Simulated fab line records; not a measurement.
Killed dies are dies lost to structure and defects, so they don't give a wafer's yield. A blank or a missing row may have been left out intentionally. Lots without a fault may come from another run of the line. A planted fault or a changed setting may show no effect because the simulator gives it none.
Code-filled problem report in 8D (eight disciplines) form | flow n5-finfet | the parts of the form that need people (team, actions taken, sign-off) are left out

1. WHAT WENT WRONG
Wafers free of any fault read 268 nm (standard deviation 3) for M10_ILD_THK at N5_BEOL_M10_THK_MEAS_01, against a mean of 310 nm on 9 wafers of 3 lots. That is +14 standard deviations from the usual mean.
First observed at day 13 16:32: wafer L720.1, on film-metro-01. The record holds 30 wafers of 10 lots with a number at this step. The rule behind "out" and "out of limits": a value lying over 4 standard deviations away from the usual mean. The rest of the wafers with a number are treated as sound.

2. WHAT IT IS, WHAT IT ISN'T
question                    | is                     | is not
which readings at this step | M10_ILD_THK            | -
which lots                  | L720, L721, L722       | L708, L710, L711, L723, L724, L728, L729
which wafers of those lots  | all that have a number | -
read on which gauges        | film-metro-01          | film-metro-02
when                        | from day 13 16:32      | up to then (9 sound wafers); but 12 sound wafers of L723, L724, L728, L729 came after

3. SUSPECTS, AND WHAT RULES EACH OUT
Counting: a tool at any process step up to the reading remains a suspect when it ran all the lots that are out and ran no sound lot after the first of those.
- the gauge at N5_BEOL_M10_THK_MEAS_01: kept. All the wafers that are out were read on film-metro-01, and no step on other tools shows them out.
- uv-cure-03 at N5_BEOL_M10_CURE_71 (cures SiCOH lowk, time 240 s): kept. It ran every lot that is out, first L720 (day 13 16:02), and no sound lot after that; its last sound lot up to then is L711 (day 10 21:55).
Left after counting: uv-cure-03 at N5_BEOL_M10_CURE_71, film-metro-01 at N5_BEOL_M10_THK_MEAS_01.

4. THE CAUSE (what the simulator had put in)
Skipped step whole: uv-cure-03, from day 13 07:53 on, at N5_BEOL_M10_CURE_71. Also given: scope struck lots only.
This tool is one of the 2 suspects left after counting.

5. THE EFFECT CHAIN, in route order
Rows list readings where the struck wafers' mean (over those with a number) sits beyond 3 standard deviations from the usual. Scope: only readings with a usual standard deviation given in the record; hours: median across lots of the time from each lot's start at the first step in this table that gives one to its start at this step; sigmas: change in usual standard deviations.
hours | step                    | reading     | usual  | on struck wafers | change | sigmas
0     | N5_BEOL_M10_THK_MEAS_01 | M10_ILD_THK | 268 nm | 310              | +42    | +14
Readings that are blank on the struck wafers while sound wafers have them: lamp-power-pct at N5_BEOL_M10_CURE_71; run-length-s at N5_BEOL_M10_CURE_71; wafer_temp_C_max at N5_BEOL_M10_CURE_71.

6. WHAT WOULD HAVE CAUGHT IT SOONER
In this record the first reading out of limits at a measuring or inspecting step was taken at day 13 16:32, 9 hours after the fault began at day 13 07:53.
At N5_BEOL_M10_CURE_71 the tool's readings are blank on the struck wafers, where sound wafers have them: an empty tool record is the first sign, and it was there at once.
L722, L721, from the lots that are out (3), started N5_BEOL_M10_CURE_71 on uv-cure-03 later than day 13 16:32. A hold on the tool at that time would have spared those 2.
